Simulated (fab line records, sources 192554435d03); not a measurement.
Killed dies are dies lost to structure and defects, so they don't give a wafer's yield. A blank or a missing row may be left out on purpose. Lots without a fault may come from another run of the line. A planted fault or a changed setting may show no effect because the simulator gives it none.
fab line records | flow n5_finfet
record lots=15 wafers=44 last_day=18
route steps=1938 shown BEOL_M5@1180 BEOL_M6@1206
lots that met no fault: from a run of the same line without faults
start_h: hours from the record's first day to the start of the lot's first wafer shown | wait_h: hours since the lot's step before | " the same as in the row above | L1.1+2: a row that stands for several wafers | - no value, or no start given | * or withheld: withheld | < > ~ a bound
route shown NAME@n: a module of which the file shows steps, and the number in the route of the first | usual: mean/standard deviation of fault-free wafers | same: alike in all rows | chamber/n: place in a boat | sites: the reading at each site | _std_site: their standard deviation | _edge_site: outer sites' mean less inner sites' | radius_mm: how far each site lies from the wafer's centre | mask NAME#n: copy n | behind: the tool/chamber that last shaped the wafer | hold: why the lot was held/for how many hours/how that ended | device: the transistor (n, p or np) that didn't switch | end of line: the same wafers' tests at the end of the route | a step without rows: its recipe alone | killed: dies lost to structure and defects at the first sort, not the wafer's yield | map: a wafer's dies, x killed, . not, _ none there
set.NAME: the setting as run; set.NAME@STEP: as run at that earlier step | model.NAME: the simulator's own value behind a step, which no gauge read
steps of the route over a sample of lots; a table a step, a row a wafer
services: from which hour (start_h, from the record's first day; less than 0 if before it) a tool's chamber was out of use, for how many hours, and why
## steps
# step N5_BEOL_M5_ANNEAL_84
# recipe temp_c=400 time_s=1800 ambient=vacuum
# usual heater_power_w=822/100 susceptor_temp_C=400.01/0.21 susceptor_temp_C_max=400.9/0.31
# columns lot.wafer tool chamber start_h wait_h heater_power_w susceptor_temp_C susceptor_temp_C_max
L263.1 pvd_sputter-01 - 197.09 0.0 768 400.26 401.1
L263.3 " - " " 809 400.14 401.2
L263.4 " - " " 922 399.83 400.9
L267.1 pvd_sputter-02 - 209.11 0.0 724 399.89 400.7
L267.3 " - " " 783 400.00 401.4
L267.4 " - " " 1089 400.11 400.7
L266.2 pvd_sputter-01 - 210.80 0.0 919 399.93 400.8
L266.4 " - " " 816 400.37 401.2
L266.5 " - " " 797 400.29 401.3
L268.2 pvd_sputter-01 - 226.41 0.0 935 399.91 400.9
L268.4 " - " " 798 399.99 400.6
L268.5 " - " " 797 400.06 401.1
L269.1 pvd_sputter-03 - 226.58 0.0 862 400.10 400.7
L269.4 " - " " 703 400.21 401.5
L269.5 " - " " 758 399.74 400.4
L271.1 pvd_sputter-03 - 233.79 0.0 742 399.91 400.6
L271.5 " - " " 875 399.99 400.8
L271.6 " - " " 683 400.26 401.1
L272.2 pvd_sputter-03 - 243.44 0.0 699 399.55 400.7
L272.3 " - " " 942 400.35 400.9
L272.5 " - " " 704 400.16 401.5
L273.3 pvd_sputter-02 - 243.54 0.0 749 400.14 401.3
L273.5 " - " " 791 399.76 401.1
L273.6 " - " " 759 400.14 401.3
L274.1 pvd_sputter-01 - 261.39 0.0 773 399.63 400.6
L274.3 " - " " 773 399.87 401.0
L274.4 " - " " 810 399.92 400.7
L275.2 pvd_sputter-02 - 265.89 0.0 1071 399.88 400.4
L275.3 " - " " 765 400.07 401.5
L275.5 " - " " 1070 400.12 401.1
L281.3 pvd_sputter-02 - 298.41 0.0 749 400.04 401.3
L281.4 " - " " 787 400.05 401.4
L281.6 " - " " 788 399.93 401.2
L282.1 pvd_sputter-03 - 314.61 0.0 764 399.43 400.0
L282.5 " - " " 865 400.01 400.8
L282.6 " - " " 701 399.97 401.1
L283.2 pvd_sputter-02 - 321.63 0.0 764 399.94 401.1
L283.4 " - " " 786 400.08 401.1
L283.6 " - " " 723 399.77 400.5
L284.5 pvd_sputter-01 - 321.84 0.5 730 400.18 400.9
L284.6 " - " " 927 400.11 401.3
L285.1 pvd_sputter-01 - 331.25 0.0 749 400.17 401.0
L285.2 " - " " 796 399.95 400.7
L285.3 " - " " 946 399.89 400.9
# step N5_BEOL_M5_INSPECT_58
# recipe inspect_instrument=darkfield mode=post_dep
# usual raw_defect_count=78/24
# columns lot.wafer tool chamber start_h wait_h raw_defect_count
L263.1 defect_inspect-02 - 200.26 0.0 51
L263.3 " - " " 65
L263.4 " - " " 87
L267.1 defect_inspect-01 - 212.28 0.0 76
L267.3 " - " " 92
L267.4 " - " " 102
L266.2 defect_inspect-01 - 214.19 0.0 59
L266.4 " - " " 32
L266.5 " - " " 44
L268.2 defect_inspect-02 - 229.80 0.0 51
L268.4 " - " " 68
L268.5 " - " " 102
L269.1 defect_inspect-02 - 230.25 0.0 66
L269.4 " - " " 80
L269.5 " - " " 66
L271.1 defect_inspect-02 - 237.01 0.0 102
L271.5 " - " " 93
L271.6 " - " " 86
L272.2 defect_inspect-02 - 246.69 0.0 65
L272.3 " - " " 57
L272.5 " - " " 51
L273.3 defect_inspect-01 - 246.74 0.0 66
L273.5 " - " " 76
L273.6 " - " " 63
L274.1 defect_inspect-02 - 264.70 0.0 85
L274.3 " - " " 71
L274.4 " - " " 67
L275.2 defect_inspect-02 - 269.19 0.0 81
L275.3 " - " " 90
L275.5 " - " " 86
L281.3 defect_inspect-02 - 301.95 0.0 45
L281.4 " - " " 81
L281.6 " - " " 60
L282.1 defect_inspect-01 - 318.09 0.0 66
L282.5 " - " " 30
L282.6 " - " " 34
L284.5 defect_inspect-02 - 324.53 0.0 75
L284.6 " - " " 90
L283.2 defect_inspect-01 - 325.39 0.0 78
L283.4 " - " " 72
L283.6 " - " " 87
L285.1 defect_inspect-01 - 334.48 0.0 111
L285.2 " - " " 123
L285.3 " - " " 58
# step N5_BEOL_M6_DEVELOP_10
# recipe develop_time_s=30 developer=TMAH resist=CAR-ArF rinse_liquid=diw dry=air_spin dev_temp_c=23
# usual chill_plate_temp_C=22.98/0.1 develop_time_s=30/0
# columns lot.wafer tool chamber start_h wait_h chill_plate_temp_C develop_time_s
L263.1 litho_track-02 0 202.55 - 22.96 30
L263.3 " 0 " " 22.91 30
L263.4 " 0 " " 23.06 30
L267.1 litho_track-02 0 216.12 - 23.06 30
L267.3 " 0 " " 23.00 30
L267.4 " 0 " " 23.03 30
L266.2 litho_track-03 0 216.42 - 22.94 30
L266.4 " 0 " " 22.81 30
L266.5 " 0 " " 23.04 30
L268.2 litho_track-03 0 231.76 - 22.97 30
L268.4 " 0 " " 22.84 30
L268.5 " 0 " " 22.86 30
L269.1 litho_track-03 0 232.86 - 23.09 30
L269.4 " 0 " " 23.03 30
L269.5 " 0 " " 23.07 30
L271.1 litho_track-02 0 238.73 - 22.98 30
L271.5 " 0 " " 23.03 30
L271.6 " 0 " " 23.02 30
L272.2 litho_track-05 0 248.90 - 22.88 30
L272.3 " 0 " " 23.07 30
L272.5 " 0 " " 22.92 30
L273.3 litho_track-03 - 249.06 - - -
L273.5 " - " " - -
L273.6 " - " " - -
L274.1 litho_track-03 - 267.51 - - -
L274.3 " - " " - -
L274.4 " - " " - -
L275.2 litho_track-02 - 272.23 - - -
L275.3 " - " " - -
L275.5 " - " " - -
L281.3 litho_track-02 0 303.58 - 22.77 30
L281.4 " 0 " " 22.87 30
L281.6 " 0 " " 22.86 30
L282.1 litho_track-03 0 319.36 - 22.87 30
L282.5 " 0 " " 22.90 30
L282.6 " 0 " " 22.89 30
L284.5 litho_track-03 0 327.46 - 23.00 30
L284.6 " 0 " " 22.82 30
L283.2 litho_track-02 0 327.78 - 23.06 30
L283.4 " 0 " " 22.93 30
L283.6 " 0 " " 23.12 30
L285.1 litho_track-03 0 337.30 - 22.94 30
L285.2 " 0 " " 23.09 30
L285.3 " 0 " " 22.93 30
# step N5_BEOL_M6_CD_MEAS_11
# recipe target_cd_nm=38.5 landing_energy_ev=500 detector=se_inlens polarity=opening
# usual cd_nm=38.3/0.46
# columns lot.wafer tool chamber start_h wait_h cd_nm
L263.1 cd_sem-02 0 202.61 - 38.5
L263.3 " 0 " " 38.2
L263.4 " 0 " " 38.2
L267.1 cd_sem-03 0 216.18 - 37.8
L267.3 " 0 " " 38.9
L267.4 " 0 " " 38.5
L266.2 cd_sem-01 0 216.48 - 38.5
L266.4 " 0 " " 38.0
L266.5 " 0 " " 38.4
L268.2 cd_sem-03 0 231.82 - 37.9
L268.4 " 0 " " 37.5
L268.5 " 0 " " 38.0
L269.1 cd_sem-02 0 232.92 - 39.3
L269.4 " 0 " " 38.5
L269.5 " 0 " " 38.9
L271.1 cd_sem-02 0 238.79 - 39.0
L271.5 " 0 " " 39.0
L271.6 " 0 " " 39.2
L272.2 cd_sem-03 0 248.95 - 38.2
L272.3 " 0 " " 38.1
L272.5 " 0 " " 38.8
L273.3 cd_sem-01 0 249.12 - -
L273.5 " 0 " " -
L273.6 " 0 " " -
L274.1 cd_sem-01 0 267.57 - -
L274.3 " 0 " " -
L274.4 " 0 " " -
L275.2 cd_sem-03 0 272.29 - -
L275.3 " 0 " " -
L275.5 " 0 " " -
L281.3 cd_sem-03 0 303.64 - 37.9
L281.4 " 0 " " 38.6
L281.6 " 0 " " 38.5
L282.1 cd_sem-02 0 319.42 - 38.5
L282.5 " 0 " " 38.5
L282.6 " 0 " " 38.8
L284.5 cd_sem-01 0 327.53 - 38.5
L284.6 " 0 " " 38.1
L283.2 cd_sem-01 0 327.84 - 39.0
L283.4 " 0 " " 39.0
L283.6 " 0 " " 37.9
L285.1 cd_sem-03 0 337.35 - 38.4
L285.2 " 0 " " 38.5
L285.3 " 0 " " 38.4
## services
# columns tool chamber start_h hours kind
pvd_sputter-03 - 178.36 1.0 repair
pvd_sputter-03 - 332.92 11.1 repair
## key
first_sign step=N5_BEOL_M6_DEVELOP_10 reading=tool_record direction=missing
effect none on later readings
met_at N5_BEOL_M6_DEVELOP_10
struck_lots L273,L274,L275
later_rows_left_out L273.3,L273.5,L273.6,L274.1,L274.3,L274.4,L275.2,L275.3,L275.5
sort_left_out L273.3,L273.5,L273.6,L274.1,L274.3,L274.4,L275.2,L275.3,L275.5
not_acting_at N5_BEOL_M5_ANNEAL_84,N5_BEOL_M5_INSPECT_58,N5_BEOL_M6_CD_MEAS_11
onset_between 238.73 249.06
fault kind=skipped_step_whole tool=litho_track-02,litho_track-03 chamber=- onset_h=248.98 steps=N5_BEOL_M6_DEVELOP_10 scope=struck_lots_only
# sort_left_out: the simulated sort isn't trusted on such a fault, so these wafers' sort isn't shown, and their yield isn't known
# later_rows_left_out: the simulator's readings of these wafers behind a module that went badly wrong aren't trusted and aren't shown, but for the sort
